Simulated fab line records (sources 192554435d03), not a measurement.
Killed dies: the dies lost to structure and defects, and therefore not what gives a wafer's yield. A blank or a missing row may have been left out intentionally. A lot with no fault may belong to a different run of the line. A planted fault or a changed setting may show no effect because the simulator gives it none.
fab line records	flow n5_finfet
[record] lots = 5	wafers = 15	last_day = 18
route steps=1938 shown BEOL_M13@1695 PASSIVATION@1936
lots that met no fault: taken from a fault-free run of the same line
start_h: the number of hours between the record's first day and the start of the first shown wafer of the lot	wait_h: hours since the lot's step before	" as in the row above	L1.1+2: a row that stands for several wafers	- either no value or no given start	* or withheld: withheld	< > ~ a bound
route shown NAME@n: names a module that has steps shown in the file, with the first one's number in the route	usual: mean and standard deviation over wafers with no fault	same: alike in all rows	chamber/n: place in a boat	sites: the reading at each site	_std_site: standard deviation of those values	_edge_site: inner sites' mean taken away from outer sites' mean	radius_mm: how far each site lies from the wafer's centre	mask NAME#n: copy n	behind: tool/chamber where the wafer was last shaped	hold: why the lot went on hold/how many hours it stayed there/how the hold came to an end	device: the transistor (n, p or np) that didn't switch	end of line: the route-end tests of the same wafers	a step with no rows: only its recipe	killed: dies that structure and defects cost at the first sort, which is not the same as the wafer's yield	map: a wafer's dies, marking killed ones x, the rest . and places with no die _
set.NAME: setting as actually run; set.NAME@STEP: the setting as run at that earlier step	model.NAME: the simulator's own value behind a step, which no gauge read
lots at some steps of the route; a table a step, a row a wafer
services: when a tool's chamber went out of use (start_h, in hours from the record's first day, below 0 if earlier), for how many hours, and the reason
[[steps]]
[step N5_BEOL_M13_STRIP_69]
[recipe] chemistry = N2/H2	temp_c = 40	n2_flow_sccm = 200	h2_flow_sccm = 200	rf_frequency_hz = 6e+07
[step N5_BEOL_M13_TRENCH_ETCH_34]
[recipe] chemistry = C4F8/O2/Ar	target = SiOC	target_depth_a = 4134.7	mask_material = SOC	pressure_mtorr = 30	source_w = 3000	bias_w = 700	Ar_flow_sccm = 400	C4F8_flow_sccm = 15	O2_flow_sccm = 8	he_inner_torr = 15	he_outer_torr = 30	time_s = 162.6	ion_energy_ev = 250
[usual] C4F8_flow_sccm = 14.99/0.042	drypump_motor_current_A = 5.9/0.34	oes_product_au = 0.82/0.083	rf_vpp_V = 666.8/2.6	showerhead_plenum_p_Torr = 3.46/0.084	throttle_valve_pct = 24.23/0.22
lot.wafer	tool	chamber	start_h	wait_h	C4F8_flow_sccm	drypump_motor_current_A	oes_product_au	rf_hours_counter_h	rf_vpp_V	showerhead_plenum_p_Torr	throttle_valve_pct
L723.2	rie_diel-01	2	278.33	0.0	15.00	5.8	0.94	32	670.6	3.59	23.99
L723.4	"	3	"	"	15.01	5.8	0.82	86	666.1	3.45	24.29
L723.6	"	2	"	"	14.90	5.8	0.94	-	672.2	3.59	23.99
L730.2	rie_diel-05	2	307.25	0.0	14.95	5.0	0.71	213	662.2	3.28	24.18
L730.3	"	3	"	"	14.96	5.8	0.91	14	669.1	3.47	24.08
L730.5	"	1	"	"	15.04	6.0	0.72	-	666.8	3.38	24.15
L732.4	rie_diel-01	0	335.65	0.0	15.00	6.3	0.80	102	665.5	3.45	24.53
L732.5	"	3	"	"	14.92	5.8	0.81	-	664.6	3.44	24.31
L732.6	"	2	"	"	14.95	5.9	0.90	-	671.0	3.58	24.02
L733.1	rie_diel-01	2	341.56	0.0	14.94	5.9	0.90	50	671.3	3.58	24.01
L733.2	"	0	"	"	14.97	6.3	0.79	104	665.8	3.45	24.53
L733.5	"	1	"	"	14.96	5.8	0.86	-	667.5	3.50	24.35
L744.1	rie_diel-02	2	406.78	0.0	14.98	6.2	0.88	23	663.1	3.34	23.77
L744.3	"	1	"	"	14.98	5.7	0.83	72	666.6	3.48	24.19
L744.6	"	3	"	"	14.99	6.3	0.80	-	669.5	3.56	24.12
[step N5_BEOL_M13_STRIP_70]
[recipe] chemistry = C4F8/O2/Ar	resist = SiARC	rf_frequency_hz = 6e+07
[step N5_BEOL_M13_OCD_MEAS_35]
[usual] trench_depth_nm = 412/6.5
lot.wafer	tool	chamber	start_h	wait_h	trench_depth_nm
L723.2	ocd-01	-	278.50	0.0	430
L723.4	"	-	"	"	410
L723.6	"	-	"	"	426
L730.2	ocd-02	-	307.43	0.0	408
L730.3	"	-	"	"	411
L730.5	"	-	"	"	401
L732.4	ocd-02	-	335.83	0.0	411
L732.5	"	-	"	"	409
L732.6	"	-	"	"	422
L733.1	ocd-01	-	341.73	0.0	424
L733.2	"	-	"	"	410
L733.5	"	-	"	"	409
L744.1	ocd-01	-	406.96	0.0	407
L744.3	"	-	"	"	416
L744.6	"	-	"	"	412
[step N5_BEOL_M13_STRIP_37]
[recipe] chemistry = N2/H2	power_w = 1000	temp_c = 250	h2_frac = 0.65	overash_fraction = 0.3	pressure_mtorr = withheld	n2_flow_sccm = 1750	h2_flow_sccm = 3250
[usual] drypump_motor_current_A = 6.35/0.093	heater_power_w = 328/16	oes_product_au = 0.785/0.011
lot.wafer	tool	chamber	start_h	wait_h	drypump_motor_current_A	heater_power_w	oes_product_au	rf_hours_counter_h
L723.2	plasma_asher-01	0	278.54	0.0	6.44	308	0.787	112
L723.4	"	0	"	"	6.42	302	0.794	-
L723.6	"	0	"	"	6.42	306	0.785	-
L730.2	plasma_asher-02	0	307.46	0.0	6.24	316	0.806	92
L730.3	"	1	"	"	6.44	350	0.767	-
L730.5	"	0	"	"	6.24	322	0.787	-
L732.4	plasma_asher-02	0	335.88	0.1	6.23	325	0.772	-
L732.5	"	1	"	"	6.45	355	0.763	-
L732.6	"	0	"	"	6.22	315	0.773	-
L733.1	plasma_asher-02	1	341.77	0.0	6.42	354	0.781	98
L733.2	"	0	"	"	6.26	318	0.802	98
L733.5	"	1	"	"	6.43	353	0.781	-
L744.1	plasma_asher-02	1	407.00	0.0	6.43	349	0.774	111
L744.3	"	0	"	"	6.25	321	0.784	-
L744.6	"	0	"	"	6.24	333	0.777	-
[step N5_BEOL_M13_ETCH_38]
[recipe] chemistry = CF4/N2	target = SiCN	target_depth_a = 675	taper_deg = 2	time_s = 71.9	ion_energy_ev = 150	mask_material = SiO2	pressure_mtorr = 40	source_w = 430	bias_w = 70	Ar_flow_sccm = 100	cf4_flow_sccm = 60	n2_flow_sccm = 60
[usual] drypump_motor_current_A = 5.90/0.29	oes_product_au = 0.82/0.073	rf_vpp_V = 383.2/1.6	showerhead_plenum_p_Torr = 2.25/0.051	throttle_valve_pct = 15.46/0.23
lot.wafer	tool	chamber	start_h	wait_h	drypump_motor_current_A	oes_product_au	rf_hours_counter_h	rf_vpp_V	showerhead_plenum_p_Torr	throttle_valve_pct
L723.2	rie_diel-01	1	278.96	-	5.80	0.90	19	382.0	2.26	15.42
L723.4	"	3	"	"	5.82	0.83	86	383.4	2.23	15.52
L723.6	"	3	"	"	5.83	0.82	-	381.4	2.23	15.53
L730.2	rie_diel-01	1	318.49	-	5.82	0.87	32	383.4	2.26	15.46
L730.3	"	2	"	"	5.83	0.91	45	384.4	2.32	15.28
L730.5	"	2	"	"	5.85	0.90	-	384.5	2.32	15.28
L732.4	rie_diel-01	1	336.54	-	5.80	0.86	36	382.6	2.26	15.47
L732.5	"	1	"	"	5.80	0.87	-	382.4	2.26	15.47
L732.6	"	0	"	"	6.33	0.79	-	383.1	2.23	15.73
L733.1	rie_diel-01	2	341.97	-	5.89	0.89	50	386.4	2.32	15.29
L733.2	"	1	"	"	5.81	0.86	38	384.2	2.26	15.45
L733.5	"	2	"	"	5.90	0.89	-	385.0	2.32	15.28
L744.1	rie_diel-02	0	407.08	-	5.44	0.69	233	383.0	2.26	15.99
L744.3	"	3	"	"	6.25	0.82	95	385.3	2.30	15.35
L744.6	"	2	"	"	6.17	0.89	-	382.1	2.16	15.06
[step N5_BEOL_M13_PRECLEAN_39]
[recipe] chemistry = residue_remover	time_s = 60	temp_c = 40
[step N5_BEOL_M13_SRD_40]
[recipe] time_s = 30	temp_c = 23	rinse_liquid = diw	dry = n2_spin	spin_rpm = 1500	dry_time_s = 30
[step N5_BEOL_M13_DEGAS_41]
[recipe] ambient = vacuum	temp_c = 250	time_s = 60
[usual] heater_power_w = 337/20	susceptor_temp_C = 250.01/0.19
lot.wafer	tool	chamber	start_h	wait_h	heater_power_w	susceptor_temp_C
L723.2	pvd_sputter-02	-	279.75	0.6	321	249.89
L723.4	"	-	"	"	379	249.77
L723.6	"	-	"	"	329	250.05
L730.2	pvd_sputter-01	-	318.86	0.2	339	250.15
L730.3	"	-	"	"	340	249.88
L730.5	"	-	"	"	323	250.37
L732.4	pvd_sputter-01	-	337.24	0.5	322	250.10
L732.5	"	-	"	"	344	249.94
L732.6	"	-	"	"	341	250.12
L733.1	pvd_sputter-02	-	342.89	0.7	308	250.42
L733.2	"	-	"	"	333	249.76
L733.5	"	-	"	"	361	249.84
L744.1	pvd_sputter-03	-	407.28	0.0	320	250.28
L744.3	"	-	"	"	319	250.17
L744.6	"	-	"	"	365	250.00
[step N5_BEOL_M13_PRE_CLEAN_42]
[recipe] gas = H2/He	time_s = 30	temp_c = 250
[step N5_BEOL_M13_SPUTTER_43]
[recipe] material = TaN	target_thk_a = 150	temp_c = 50	bias_v = 168.6	power_w = 15000	chamber_pressure_pa = 0.12	time_s = 24.19
[usual] cathode_dc_power_W = 15000/3	chamber_pressure_pa = 0.11998/0.00025	susceptor_temp_C = 49.98/0.12	throttle_valve_pct = 30.3/1.2
lot.wafer	tool	chamber	start_h	wait_h	cathode_dc_power_W	chamber_pressure_pa	susceptor_temp_C	throttle_valve_pct
L723.2	pvd_sputter-02	-	279.83	0.0	14998	0.12011	50.01	28.4
L723.4	"	-	"	"	15003	0.12001	50.09	30.5
L723.6	"	-	"	"	15000	0.12009	49.91	28.1
L730.2	pvd_sputter-01	-	318.94	0.0	15001	0.11997	49.93	31.5
L730.3	"	-	"	"	15005	0.11949	49.94	31.7
L730.5	"	-	"	"	15004	0.12013	50.20	31.5
L732.4	pvd_sputter-01	-	337.34	0.0	15003	0.1195	50.24	31.6
L732.5	"	-	"	"	15000	0.12014	49.82	31.5
L732.6	"	-	"	"	14999	0.12018	49.89	31.6
L733.1	pvd_sputter-02	-	342.97	0.0	14996	0.11963	49.89	29.5
L733.2	"	-	"	"	15000	0.11954	49.85	28.3
L733.5	"	-	"	"	14998	0.11992	50.00	30.3
L744.1	pvd_sputter-03	-	407.36	0.0	15002	0.11965	50.17	29.3
L744.3	"	-	"	"	15006	0.12011	50.05	30.1
L744.6	"	-	"	"	15000	0.12017	50.08	28.2
[step N5_BEOL_M13_SPUTTER_44]
[recipe] material = Ta	target_thk_a = 100	temp_c = 50	bias_v = 80	power_w = 15000	chamber_pressure_pa = 0.07	time_s = 16.13
[step N5_BEOL_M13_SPUTTER_45]
[recipe] material = Cu	target_thk_a = 800	temp_c = -20	bias_v = 60	power_w = 26000	chamber_pressure_pa = 0.13	time_s = 13.33
[usual] cathode_dc_power_W = 26000/4.3	chamber_pressure_pa = 0.13/0.00024	chuck_gas_flow_sccm = 1.27/0.053	susceptor_temp_C = -20.00/0.092	throttle_valve_pct = 30.3/1.2
lot.wafer	tool	chamber	start_h	wait_h	cathode_dc_power_W	chamber_pressure_pa	chuck_gas_flow_sccm	susceptor_temp_C	throttle_valve_pct
L723.2	pvd_sputter-02	-	279.99	0.0	25997	0.12991	1.28	-19.99	28.5
L723.4	"	-	"	"	26000	0.1303	1.28	-20.00	30.0
L723.6	"	-	"	"	26011	0.13	1.29	-19.94	28.4
L730.2	pvd_sputter-01	-	319.10	0.0	25998	0.13001	1.30	-20.02	31.6
L730.3	"	-	"	"	26002	0.12986	1.40	-19.92	31.5
L730.5	"	-	"	"	25993	0.12992	1.35	-20.00	31.4
L732.4	pvd_sputter-01	-	337.50	0.0	25997	0.13021	1.28	-20.07	31.5
L732.5	"	-	"	"	26002	0.12971	1.17	-19.83	31.4
L732.6	"	-	"	"	23233	0.13043	1.26	-20.04	31.7
L733.1	pvd_sputter-02	-	343.13	0.0	25998	0.12987	1.22	-19.95	29.7
L733.2	"	-	"	"	25997	0.12991	1.22	-20.06	28.1
L733.5	"	-	"	"	26000	0.13001	1.27	-20.15	30.1
L744.1	pvd_sputter-03	-	407.52	0.0	26005	0.12974	1.33	-19.87	29.7
L744.3	"	-	"	"	26000	0.12982	1.31	-19.91	30.1
L744.6	"	-	"	"	26000	0.13004	1.28	-20.07	28.7
[step N5_BEOL_M13_ECD_47]
[recipe] material = Cu	target_thk_a = 9360
[step N5_PASSIVATION_PROBE_49]
[usual] defect_limited_yield = 91.2/1.4	killed_at_M0_to_M3 = 34/9.4	killed_at_M4_up = 14/5.6	killed_at_contacts = 13/7.8	killed_at_front_end = 37/10	killed_at_other = 4/3.3	killed_dies = 103/17	killed_open = 68/13	killed_short = 33/8.2	sort_bin_4_leakage = 0.00/0.0071	sort_bin_5_function = 5.1/0.92	sort_bin_6_memory = 3.3/0.71	sort_n_pass = 1077/17	sort_yield_pct = 91.2/1.4
[same] gross_dies = 1180	killed_at_back_side = 0	sort_bin_8_speed[%] = 0
lot.wafer	tool	chamber	start_h	wait_h	defect_limited_yield[%]	killed_at_M0_to_M3	killed_at_M4_up	killed_at_contacts	killed_at_front_end	killed_at_other	killed_dies	killed_open	killed_short	sort_bin_4_leakage[%]	sort_bin_5_function[%]	sort_bin_6_memory[%]	sort_n_pass	sort_yield_pct[%]
L723.2	prober-02	-	310.52	0.1	91.4	36	3	31	28	4	102	71	30	0	5.1	3.1	1078	91.4
L723.4	prober-02	-	310.62	0.2	91.9	25	11	32	22	5	95	58	31	0	5.0	2.5	1085	91.9
L723.6	prober-02	-	310.72	0.3	88.1	31	7	51	51	1	141	101	40	0	6.8	4.7	1039	88.1
L733.1	prober-02	-	372.54	0.0	90.3	42	9	28	34	1	114	75	39	0	5.7	3.7	1066	90.3
L733.2	prober-02	-	372.59	0.1	91.2	39	11	19	35	0	104	64	39	0	5.3	3.3	1076	91.2
L733.5	prober-02	-	372.74	0.2	91.4	40	18	15	26	3	102	75	27	0	5.3	3.4	1078	91.4
L744.1	prober-01	-	441.21	0.2	89.2	58	11	11	45	2	127	83	39	0	5.8	4.0	1053	89.2
L744.3	prober-01	-	441.31	0.3	92.1	34	15	15	29	0	93	58	35	0	4.6	2.8	1087	92.1
L744.6	prober-01	-	441.46	0.5	90.9	37	10	19	40	1	107	69	29	0	5.3	2.5	1073	90.9
// killed by level:class
L723.2 MOL_CONTACT_COAG:geometric_particle:open=25 BEOL_M3:geometric_particle:open=9 BEOL_M0_SAQP:geometric_particle:open=8 BEOL_M0_SAQP:geometric_particle:short=8 FIN_SAQP:geometric_particle:open=6 MOL_CONTACT_COAG:geometric_particle:short=6 BEOL_M2:geometric_particle:open=5 FIN_SAQP:geometric_particle:short=4
L723.4 MOL_CONTACT_COAG:geometric_particle:open=25 MOL_CONTACT_COAG:geometric_particle:short=7 BEOL_M1:geometric_particle:open=7 BEOL_M0_SAQP:geometric_particle:short=5 BEOL_M1:geometric_particle:short=5 HKMG_FIN:area_etch=5 DUMMY_GATE:geometric_particle:open=3 BEOL_M0_SAQP:geometric_particle:open=3
L723.6 MOL_CONTACT_COAG:geometric_particle:open=42 STI_FIN_REVEAL:geometric_particle:open=13 FIN_SAQP:geometric_particle:short=9 MOL_CONTACT_COAG:geometric_particle:short=9 FIN_SAQP:geometric_particle:open=7 BEOL_M0_SAQP:geometric_particle:short=7 BEOL_M2:geometric_particle:open=7 DUMMY_GATE:geometric_particle:open=5
L733.1 MOL_CONTACT_COAG:geometric_particle:open=23 BEOL_M0_SAQP:geometric_particle:short=15 GATE_CUT:geometric_particle:open=10 BEOL_M0_SAQP:geometric_particle:open=10 STI_FIN_REVEAL:geometric_particle:open=6 GATE_CUT:geometric_particle:short=6 MOL_CONTACT_COAG:geometric_particle:short=5 BEOL_M1:geometric_particle:open=5
L733.2 BEOL_M3:geometric_particle:open=16 MOL_CONTACT_COAG:geometric_particle:open=13 FIN_SAQP:geometric_particle:short=10 BEOL_M0_SAQP:geometric_particle:short=9 GATE_CUT:geometric_particle:short=7 MOL_CONTACT_COAG:geometric_particle:short=6 BEOL_M0_SAQP:geometric_particle:open=5 BEOL_M2:geometric_particle:open=4
L733.5 MOL_CONTACT_COAG:geometric_particle:open=13 BEOL_M2:geometric_particle:open=9 BEOL_M3:geometric_particle:open=7 BEOL_M0_SAQP:geometric_particle:open=7 BEOL_M0_SAQP:geometric_particle:short=7 FIN_SAQP:geometric_particle:open=6 BEOL_M1:geometric_particle:open=6 GATE_CUT:geometric_particle:open=5
L744.1 BEOL_M1:geometric_particle:open=14 BEOL_M0_SAQP:geometric_particle:open=13 BEOL_M3:geometric_particle:open=12 GATE_CUT:geometric_particle:short=11 STI_FIN_REVEAL:geometric_particle:open=10 MOL_CONTACT_COAG:geometric_particle:open=7 DUMMY_GATE:geometric_particle:open=6 BEOL_M0_SAQP:geometric_particle:short=6
L744.3 BEOL_M4:geometric_particle:open=10 BEOL_M1:geometric_particle:open=9 MOL_CONTACT_COAG:geometric_particle:open=8 MOL_CONTACT_COAG:geometric_particle:short=7 BEOL_M0_SAQP:geometric_particle:short=7 DUMMY_GATE:geometric_particle:open=6 BEOL_M0_SAQP:geometric_particle:open=5 BEOL_M1:geometric_particle:short=5
L744.6 MOL_CONTACT_COAG:geometric_particle:open=17 BEOL_M3:geometric_particle:open=11 STI_FIN_REVEAL:geometric_particle:open=10 BEOL_M3:geometric_particle:short=8 HKMG_FIN:area_etch=8 DUMMY_GATE:geometric_particle:open=7 BEOL_M0_SAQP:geometric_particle:short=7 BEOL_M4:geometric_particle:open=6
[[services]]
tool	chamber	start_h	hours	kind
rie_diel-02	-	263.90	1.7	repair
plasma_asher-01	-	287.13	3.1	repair
rie_diel-05	0	306.85	-	clean
rie_diel-05	0	306.85	-	consumable_replace:focus_ring
rie_diel-05	0	306.85	23.4	scheduled_down
rie_diel-05	0	306.85	23.4	vent_cycle
rie_diel-01	0	309.55	5.6	repair
rie_diel-02	2	313.40	-	clean
rie_diel-02	2	313.40	-	consumable_replace:focus_ring
rie_diel-02	2	313.40	18.2	scheduled_down
rie_diel-02	2	313.40	18.2	vent_cycle
rie_diel-01	-	320.61	2.8	pm
plasma_asher-02	-	338.81	2.4	repair
rie_diel-01	3	370.74	13.1	repair
rie_diel-02	3	383.28	7.3	repair
[[key]]
[first_sign] step = N5_BEOL_M13_SPUTTER_45	reading = cathode_dc_power_W	direction = down	sigmas = 99+	usual = *	struck = *
effect none on later readings
met_at N5_BEOL_M13_SPUTTER_45
struck_wafers L732.6
onset_between 319.10 337.50
[fault] kind = process_parameter_drift	tool = pvd_sputter-01	chamber = -	onset_h = 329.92	steps = N5_BEOL_M13_SPUTTER_45	channel = power_w	offset = *	shape = step	end_h = 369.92	acts_in = *	stated = *	scope = struck_wafers_only
